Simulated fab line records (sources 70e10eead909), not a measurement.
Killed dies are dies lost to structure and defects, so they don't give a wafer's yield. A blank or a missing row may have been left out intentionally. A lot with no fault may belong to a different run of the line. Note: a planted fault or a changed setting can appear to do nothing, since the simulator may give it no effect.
One fault seen from 2 desks / flow nandHarc / each desk has only its own numbers; what lay behind them comes last

FROM THE METROLOGY DESK
What the gauges read for every lot (on any tool): the sampled wafers with a number, averaged. Marked OUT: a lot whose mean sits more than 4 standard deviations from the usual mean, which makes it out of limits; the brackets give that distance.
Columns: A = cdNm at NHARC_P_M0_CD_MEAS_16, usual 89.7 nm
lot=L409; first seen here=day 5 06:48; A=88.6
lot=L413; first seen here=day 6 18:25; A=89.7
lot=L414; first seen here=day 7 00:20; A=90.2
lot=L415; first seen here=day 7 17:15; A=89.2
lot=L417; first seen here=day 8 06:46; A=88.5
lot=L418; first seen here=day 9 04:06; A=90.0
lot=L425; first seen here=day 11 20:32; A=89.7
lot=L426; first seen here=day 12 11:49; A=88.8
lot=L427; first seen here=day 12 16:56; A=90.9
lot=L429; first seen here=day 13 07:40; A=90.2
lot=L428; first seen here=day 13 08:00; A=89.8
lot=L430; first seen here=day 14 01:24; A=89.9
lot=L431; first seen here=day 14 06:42; A=90.3
This desk found nothing out of limits on any of the 13 lots.

DESK OF THE TOOL OWNER: rieDiel-02
The tool's own readings at NHARC_P_M0_ETCH_15 (etches the open film in C4F8/Ar, target depth 150 nm, overetch 15 nm, time 82.5 s): means of the sampled wafers that have a number, for each lot that ran on this tool. Marked OUT: a lot whose mean sits more than 4 standard deviations from the usual mean, which makes it out of limits; the brackets give that distance.
Columns: A = oesProductAu at NHARC_P_M0_ETCH_15, usual 0.958 a.u.; B = rfVppV at NHARC_P_M0_ETCH_15, usual 439.7 V
lot=L409; first seen here=day 5 06:41; A=0.973; B=438.1
lot=L413; first seen here=day 6 18:18; A=0.971; B=439.7
lot=L414; first seen here=day 7 00:13; A=0.965; B=439.2
lot=L417; first seen here=day 8 06:38; A=0.958; B=439.6
lot=L426; first seen here=day 12 11:43; A=0.935; B=437.9
lot=L427; first seen here=day 12 16:49; A=0.973; B=437.9
lot=L429; first seen here=day 13 07:32; A=0.967; B=438.9
lot=L428; first seen here=day 13 07:52; A=0.968; B=437.7
This desk found nothing out of limits on any of the 8 lots.

TAKEN TOGETHER
At the metrology desk, nothing out of limits was observed.
Nothing out of limits was seen by the tool owner's desk.

WHAT THE SIMULATOR HAD INSERTED
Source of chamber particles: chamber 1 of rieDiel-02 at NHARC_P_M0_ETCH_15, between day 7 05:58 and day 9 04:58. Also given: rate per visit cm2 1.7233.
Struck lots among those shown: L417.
